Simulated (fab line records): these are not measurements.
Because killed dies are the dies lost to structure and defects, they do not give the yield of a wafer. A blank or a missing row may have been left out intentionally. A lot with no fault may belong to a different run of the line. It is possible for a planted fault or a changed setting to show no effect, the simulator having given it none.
fab line records	flow nand_harc
[record] lots = 13	wafers = 37	last_day = 33
route steps=1302 shown P_GATE@207 P_CONTACT@217 END@1302
lots that met no fault: from a run of the same line without faults
start_h: hours from the record's opening day to when the first of the lot's shown wafers began	wait_h: time in hours since the lot's previous step	" same as the row above	L1.1+2: several wafers, shown together as one row	- no value, or no start was given	* or withheld: withheld	< > ~ a bound
route shown NAME@n: names a module that has steps shown in the file, with the first one's number in the route	usual: mean/standard deviation of fault-free wafers	same: alike in all rows	chamber/n: place in a boat	sites: readings site by site	_std_site: the standard deviation of these	_edge_site: mean of outer sites minus mean of inner sites	radius_mm: for every site, how far away it sits from the centre of the wafer	mask NAME#n: copy n	behind: tool/chamber where the wafer was last shaped	hold: why the lot was held/for how many hours/how that ended	device: the transistor (n, p or np) that didn't switch	end of line: tests of these same wafers at the route's end	for a step that has no rows: nothing shown but its recipe	killed: dies lost to structure and defects at the first sort, not the wafer's yield	map: the dies of a wafer, with x for killed, . for not killed, _ for no die there
set.NAME: the setting the step ran with; set.NAME@STEP: the setting that earlier step ran with	model.NAME: the simulator's own value behind a step, which no gauge read
the route's steps for a sample of lots (tables are steps, rows are wafers)
services: a tool's chamber out of use, with start hour (start_h, from the record's first day; less than 0 if before it), hours out, and reason
[[steps]]
[step NHARC_P_GATE_RTA_64]
[recipe] temp_c = 1050	time_s = 1
[usual] lamp_power_pct = 34.8/2	lamp_zone_2_pct = 34.8/2	lamp_zone_4_pct = 34.8/2	wafer_temp_C_max = 1053.7/1
lot.wafer	tool	chamber	start_h	wait_h	lamp_power_pct	lamp_zone_2_pct	lamp_zone_4_pct	wafer_temp_C_max
L394.2	rtp_anneal-01	0	125.90	-	36.1	36.0	36.1	1054.5
L394.3	"	0	"	"	36.1	36.0	36.0	1052.6
L394.4	"	0	"	"	36.1	36.0	36.1	1054.4
L398.3	rtp_anneal-02	0	161.59	-	31.7	31.7	31.7	1055.8
L398.5	"	0	"	"	31.6	31.7	31.6	1054.3
L399.3	rtp_anneal-02	0	177.72	-	31.7	31.7	31.7	1055.0
L399.5	"	0	"	"	31.7	31.7	31.6	1055.0
L399.6	"	0	"	"	31.6	31.6	31.6	1054.3
L401.3	rtp_anneal-01	0	189.33	-	36.0	36.1	36.1	1053.1
L401.5	"	0	"	"	36.0	36.0	36.1	1053.6
L405.2	rtp_anneal-01	0	237.75	-	36.1	36.0	36.1	1053.2
L405.3	"	0	"	"	36.0	36.1	36.0	1052.5
L405.6	"	0	"	"	36.0	36.0	36.1	1054.1
L407.4	rtp_anneal-01	0	260.06	-	35.9	35.9	35.9	1052.8
L407.5	"	0	"	"	36.0	36.0	36.0	1053.5
L407.6	"	0	"	"	36.0	36.0	36.0	1052.7
L408.1	rtp_anneal-01	0	261.60	-	36.0	36.1	36.1	1053.4
L408.3	"	0	"	"	36.1	36.1	36.0	1052.6
L408.4	"	0	"	"	36.0	36.0	36.1	1054.0
L409.2	rtp_anneal-02	0	275.26	-	31.7	31.6	31.6	1054.4
L409.3	"	0	"	"	31.6	31.7	31.6	1053.6
L409.6	"	0	"	"	31.7	31.6	31.7	1054.0
L410.2	rtp_anneal-01	0	285.17	-	36.0	36.0	36.1	1052.3
L410.3	"	0	"	"	36.0	36.0	36.0	1053.4
L410.6	"	0	"	"	36.1	36.0	36.0	1053.9
L412.2	rtp_anneal-01	0	299.89	-	36.1	36.0	36.0	1053.7
L412.3	"	0	"	"	36.0	35.9	36.0	1053.3
L412.5	"	0	"	"	36.1	36.0	36.0	1055.8
L413.1	rtp_anneal-01	0	314.36	-	35.9	36.1	36.1	1052.9
L413.3	"	0	"	"	36.0	36.1	36.0	1053.6
L413.6	"	0	"	"	36.0	36.0	36.0	1052.6
L415.1	rtp_anneal-02	0	328.78	-	31.7	31.7	31.7	1054.1
L415.3	"	0	"	"	31.7	31.7	31.6	1053.7
L415.4	"	0	"	"	31.7	31.7	31.7	1054.7
L416.2	rtp_anneal-01	0	345.32	-	36.0	36.0	36.0	1054.4
L416.4	"	0	"	"	36.1	36.0	36.1	1053.7
L416.5	"	0	"	"	36.0	36.0	36.1	1054.4
[step NHARC_P_CONTACT_DEP_30]
[recipe] target_thk_a = 300	temp_c = 400	target_thk_nm = 30	flow_sccm = 200	rf_w = 450	material = SiNx
[usual] heater_power_w = 686/91	susceptor_temp_C = 400.04/0.21
lot.wafer	tool	chamber	start_h	wait_h	heater_power_w	susceptor_temp_C
L394.3	pecvd-02	2	127.23	0.1	496	400.06
L394.2	"	0	"	"	698	400.31
L394.4	"	0	"	"	712	400.38
L398.3	pecvd-01	0	163.06	0.3	597	400.35
L398.5	"	0	"	"	595	400.01
L399.3	pecvd-03	0	179.05	0.1	847	400.06
L399.5	"	2	"	"	652	399.80
L399.6	"	1	"	"	701	399.77
L401.3	pecvd-02	0	190.65	0.1	753	399.85
L401.5	"	0	"	"	746	399.80
L405.3	pecvd-01	0	239.22	0.2	545	399.85
L405.2	"	2	"	"	633	400.07
L405.6	"	2	"	"	610	400.08
L407.6	pecvd-02	2	261.41	0.2	521	400.09
L407.4	"	0	"	"	647	400.11
L407.5	"	1	"	"	709	400.05
L408.3	pecvd-01	0	262.92	0.1	610	400.12
L408.1	"	1	"	"	779	400.29
L408.4	"	1	"	"	777	400.06
L409.2	pecvd-01	0	276.63	0.1	592	400.16
L409.3	"	0	"	"	586	399.70
L409.6	"	1	"	"	762	399.67
L410.3	pecvd-03	1	286.49	0.1	778	399.90
L410.2	"	0	"	"	749	399.82
L410.6	"	0	"	"	759	399.76
L412.2	pecvd-03	2	301.37	0.1	686	400.17
L412.3	"	0	"	"	783	399.94
L412.5	"	1	"	"	840	400.03
L413.3	pecvd-03	1	315.72	0.1	764	399.78
L413.1	"	2	"	"	627	400.26
L413.6	"	1	"	"	748	400.15
L415.3	pecvd-03	0	330.10	0.1	699	399.67
L415.1	"	1	"	"	759	400.03
L415.4	"	0	"	"	708	399.58
L416.2	pecvd-03	0	346.67	0.1	677	399.68
L416.4	"	0	"	"	680	399.66
L416.5	"	1	"	"	769	399.92
[step NHARC_P_CONTACT_ALD_22]
[recipe] target_thk_a = 30	pulse_time_s = 1	ald_cycles = 150	temp_c = 450	material = TiN
[usual] ald_cycles = 150/0	heater_power_w = 1074/78	precursor_pulse_height_rel = 1.000/0.019	susceptor_temp_C = 449.98/0.23
lot.wafer	tool	chamber	start_h	wait_h	ald_cycles	heater_power_w	precursor_pulse_height_rel	susceptor_temp_C
L394.3	ald_metal-04	3	130.77	-	150	1079	0.973	449.96
L394.2	"	0	"	"	150	963	0.964	449.91
L394.4	"	1	"	"	150	1023	1.012	449.95
L398.3	ald_metal-04	3	166.79	-	73	1076	1.009	450.32
L398.5	"	3	"	"	150	1112	1.029	449.68
L399.3	ald_metal-04	2	182.66	-	73	1077	1.008	450.11
L399.5	"	1	"	"	150	1043	0.991	449.94
L399.6	"	2	"	"	150	1131	1.006	449.61
L401.3	ald_metal-04	3	194.23	-	73	1066	1.006	450.21
L401.5	"	0	"	"	150	975	1.010	449.80
L405.2	ald_metal-02	2	242.88	-	150	1096	1.017	450.16
L405.3	"	3	"	"	150	1067	1.025	449.95
L405.6	"	1	"	"	150	1139	1.009	449.51
L407.4	ald_metal-02	0	264.89	-	150	1284	1.004	449.42
L407.5	"	2	"	"	150	1094	0.996	449.72
L407.6	"	3	"	"	150	1011	1.016	450.32
L408.3	ald_metal-04	3	266.48	-	150	1067	1.013	450.23
L408.1	"	0	"	"	150	1001	0.984	449.80
L408.4	"	2	"	"	150	1103	1.012	449.93
L409.2	ald_metal-02	0	280.37	-	150	1263	1.000	450.21
L409.3	"	2	"	"	150	1107	0.994	450.03
L409.6	"	0	"	"	150	1259	0.990	450.08
L410.2	ald_metal-04	0	290.05	-	150	991	0.998	449.80
L410.3	"	3	"	"	150	1073	0.984	449.56
L410.6	"	1	"	"	150	1043	1.018	449.66
L412.2	ald_metal-02	2	304.80	-	150	1096	0.977	449.96
L412.3	"	3	"	"	150	1043	0.988	450.41
L412.5	"	2	"	"	150	1122	0.999	449.74
L413.3	ald_metal-04	1	319.44	-	150	1125	0.995	450.12
L413.1	"	2	"	"	150	1108	1.002	449.79
L413.6	"	0	"	"	150	949	0.994	450.12
L415.4	ald_metal-03	1	333.66	-	150	957	0.993	449.94
L415.3	"	3	"	"	150	982	0.972	450.12
L415.1	"	0	"	"	150	1046	0.998	449.81
L416.4	ald_metal-04	2	350.67	-	150	1085	1.010	-
L416.2	"	1	"	"	150	1080	0.980	-
L416.5	"	2	"	"	150	1096	1.014	-
[step NHARC_P_CONTACT_CVD_23]
[recipe] target_thk_a = 2000	temp_c = 300	pressure_torr = 40	wf6_flow_sccm = 40	h2_flow_sccm = 1600	ar_flow_sccm = 1560	time_s = 557	material = W
[usual] heater_power_w = 492/32	susceptor_temp_C = 299.96/0.18	throttle_valve_pct = 8.1/0.31
lot.wafer	tool	chamber	start_h	wait_h	heater_power_w	susceptor_temp_C	throttle_valve_pct
L394.2	cvd_w-02	1	-	-	513	299.82	7.8
L394.3	"	0	"	"	477	299.99	7.9
L394.4	"	1	"	"	511	300.06	7.7
L398.3	cvd_w-02	0	-	-	481	-	8.3
L398.5	"	0	"	"	472	-	7.9
L399.3	cvd_w-01	0	-	-	447	300.02	7.8
L399.5	"	0	"	"	465	300.02	8.0
L399.6	"	1	"	"	503	300.32	8.7
L401.3	cvd_w-02	0	-	-	488	299.96	8.1
L401.5	"	0	"	"	495	300.09	8.2
L405.2	cvd_w-02	0	-	-	493	300.08	7.9
L405.3	"	1	"	"	511	300.13	7.9
L405.6	"	1	"	"	519	299.61	8.0
L407.4	cvd_w-01	1	-	-	512	299.89	8.2
L407.6	"	1	"	"	519	299.84	8.4
L407.5	"	0	"	"	437	300.45	7.8
L408.1	cvd_w-01	0	-	-	435	300.10	7.9
L408.3	"	0	"	"	430	300.33	7.9
L408.4	"	1	"	"	520	299.77	8.6
L409.2	cvd_w-01	0	-	-	440	299.74	8.0
L409.3	"	0	"	"	438	299.76	8.0
L409.6	"	0	"	"	444	299.69	8.1
L410.2	cvd_w-01	0	-	-	432	299.86	8.1
L410.3	"	0	"	"	450	300.15	7.9
L410.6	"	1	"	"	518	299.95	8.6
L412.2	cvd_w-01	0	-	-	435	300.02	8.3
L412.3	"	0	"	"	445	299.99	7.9
L412.5	"	1	"	"	521	300.12	8.2
L413.1	cvd_w-02	0	-	-	479	-	8.4
L413.3	"	1	"	"	536	-	7.7
L413.6	"	1	"	"	514	-	7.8
L415.1	cvd_w-01	0	-	-	424	300.24	7.9
L415.3	"	1	"	"	527	299.76	8.5
L415.4	"	0	"	"	444	299.93	8.2
L416.2	cvd_w-02	1	-	-	522	299.68	7.8
L416.4	"	0	"	"	478	300.02	8.2
L416.5	"	0	"	"	476	299.85	8.4
[step NHARC_END_SORT_01]
[recipe] temp_c = 25
[usual] killed_at_array = 55/20	killed_at_other = 0.7/0.96	killed_at_periphery = 4.1/2.4	killed_dies = 60/20	killed_open = 3.3/1.9	killed_short = 2.8/1.6
[same] gross_dies = 677
lot.wafer	tool	chamber	start_h	wait_h	killed_at_array	killed_at_other	killed_at_periphery	killed_dies	killed_open	killed_short
L398.3	prober-01	0	608.66	3.1	78	0	599	677	2	4
L398.5	prober-01	0	610.26	3.7	79	1	0	80	3	3
L399.3	prober-01	0	622.71	3.0	56	0	621	677	2	4
L399.5	prober-01	0	624.26	3.6	72	3	8	83	2	1
L399.6	prober-01	0	625.04	3.9	73	0	1	74	2	2
L401.3	prober-01	0	656.14	3.1	91	3	583	677	9	2
L401.5	prober-01	0	657.72	3.7	74	1	6	81	3	3
// killed by level:class
L398.3 P_CONTACT:area_ald=598 A_CHANNEL_HOLE_D1:chamber_film_flake=31 A_SLIT:chamber_film_flake=19 A_CHANNEL_HOLE_D2:chamber_film_flake=9 A_CONTACT:chamber_film_flake=5 A_STAIRCASE:chamber_film_flake=3 A_WL_FILL:chamber_film_flake=2 A_CHANNEL_FILL_D1:geometric_particle:short=1
L398.5 A_CHANNEL_HOLE_D1:chamber_film_flake=27 A_SLIT:chamber_film_flake=21 A_CONTACT:chamber_film_flake=11 A_CHANNEL_HOLE_D2:chamber_film_flake=8 A_STAIRCASE:chamber_film_flake=3 A_CHANNEL_FILL_D1:geometric_particle:short=2 A_ONON_D2:geometric_particle:open=1 A_WL_FILL:geometric_particle:short=1
L399.3 P_CONTACT:area_ald=617 A_CHANNEL_HOLE_D2:chamber_film_flake=25 A_SLIT:chamber_film_flake=21 A_CHANNEL_FILL_D1:geometric_particle:short=2 A_WL_FILL:geometric_particle:short=2 P_ZERO_WELL:chamber_film_flake=2 A_CHANNEL_HOLE_D1:chamber_film_flake=2 P_M0:geometric_particle:open=1
L399.5 A_CHANNEL_HOLE_D2:chamber_film_flake=36 A_SLIT:chamber_film_flake=24 P_ZERO_WELL:chamber_film_flake=5 A_DECK1_JOINT:chamber_film_flake=4 THIN_TSV:chamber_film_flake=3 A_STAIRCASE:chamber_film_flake=2 A_WL_FILL:chamber_film_flake=2 P_CONTACT:geometric_particle:open=1
L399.6 A_CHANNEL_HOLE_D2:chamber_film_flake=30 A_SLIT:chamber_film_flake=26 A_DECK1_JOINT:chamber_film_flake=4 A_CHANNEL_HOLE_D1:chamber_film_flake=3 A_STAIRCASE:chamber_film_flake=3 A_SOURCE_PLATE:geometric_particle:open=1 A_ONON_D2:geometric_particle:short=1 A_CHANNEL_FILL_D2:geometric_particle:open=1
L401.3 P_CONTACT:area_ald=581 A_CHANNEL_HOLE_D1:chamber_film_flake=32 A_SLIT:chamber_film_flake=26 A_CHANNEL_HOLE_D2:chamber_film_flake=16 A_DECK1_JOINT:geometric_particle:open=3 THIN_TSV:chamber_film_flake=3 A_STAIRCASE:chamber_film_flake=3 P_STI:geometric_particle:short=1
L401.5 A_CHANNEL_HOLE_D1:chamber_film_flake=32 A_SLIT:chamber_film_flake=18 A_CHANNEL_HOLE_D2:chamber_film_flake=9 A_STAIRCASE:chamber_film_flake=5 A_CHANNEL_FILL_D2:chamber_film_flake=2 A_CONTACT:chamber_film_flake=2 P_CONTACT:geometric_particle:open=1 P_M0:geometric_particle:short=1
[[services]]
tool	chamber	start_h	hours	kind
ald_metal-04	-	118.00	10.0	pm
ald_metal-02	0	118.48	5.5	repair
pecvd-01	2	118.52	50.6	repair
pecvd-01	-	130.08	13.0	pm
ald_metal-02	3	132.56	3.9	repair
ald_metal-02	-	171.12	0.5	repair
pecvd-02	-	176.27	1.7	repair
cvd_w-02	-	178.78	1.1	repair
pecvd-03	-	185.02	13.0	pm
cvd_w-01	-	185.42	13.0	pm
pecvd-01	-	202.01	5.5	repair
pecvd-02	-	210.41	5.7	repair
pecvd-02	-	227.34	13.0	pm
pecvd-03	-	243.28	0.3	repair
ald_metal-04	1	244.96	14.1	repair
ald_metal-02	-	254.00	10.0	pm
pecvd-01	2	267.80	19.9	repair
cvd_w-02	-	269.00	13.0	pm
ald_metal-04	-	271.62	0.2	repair
ald_metal-02	-	289.02	5.8	repair
ald_metal-04	-	296.00	10.0	pm
pecvd-01	-	311.08	13.0	pm
ald_metal-04	3	314.60	4.8	repair
pecvd-01	0	348.03	4.4	repair
[[key]]
[first_sign] step = NHARC_P_CONTACT_ALD_22	reading = ald_cycles	direction = down	sigmas = 99+	usual = 150	struck = 73
[effect] step = NHARC_END_SORT_01	reading = killed_at_periphery	direction = up	sigmas = 99+	usual = 4.1	struck = 601
[more_kills_born_at] NHARC_P_CONTACT_ALD_22@ald_metal-04 = 1796
met_at NHARC_P_CONTACT_ALD_22
struck_lots L398,L399,L401
struck_wafers L398.3,L399.3,L401.3
later_rows_left_out L398.3,L399.3,L401.3
tester_left_out L398,L399,L401
not_acting_at NHARC_P_GATE_RTA_64,NHARC_P_CONTACT_DEP_30,NHARC_P_CONTACT_CVD_23
onset_between 130.77 166.79
[fault] kind = process_parameter_drift	tool = ald_metal-04	chamber = -	onset_h = 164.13	steps = NHARC_P_CONTACT_ALD_22	channel = ald_cycles	offset = -77	shape = step	end_h = 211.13	scope = struck_wafers_only	acts_in = these_recipes_only	stated = 150
// tester_left_out: of these lots the tester's yield and bins aren't shown, on N5 and GAA mostly nor the transistor test; their killed dies are dies lost to structure and defects alone, not to doping, threshold or leakage, so they don't give the yield
// later_rows_left_out: the simulator's readings of these wafers behind a module that went badly wrong aren't trusted and aren't shown, but for the sort
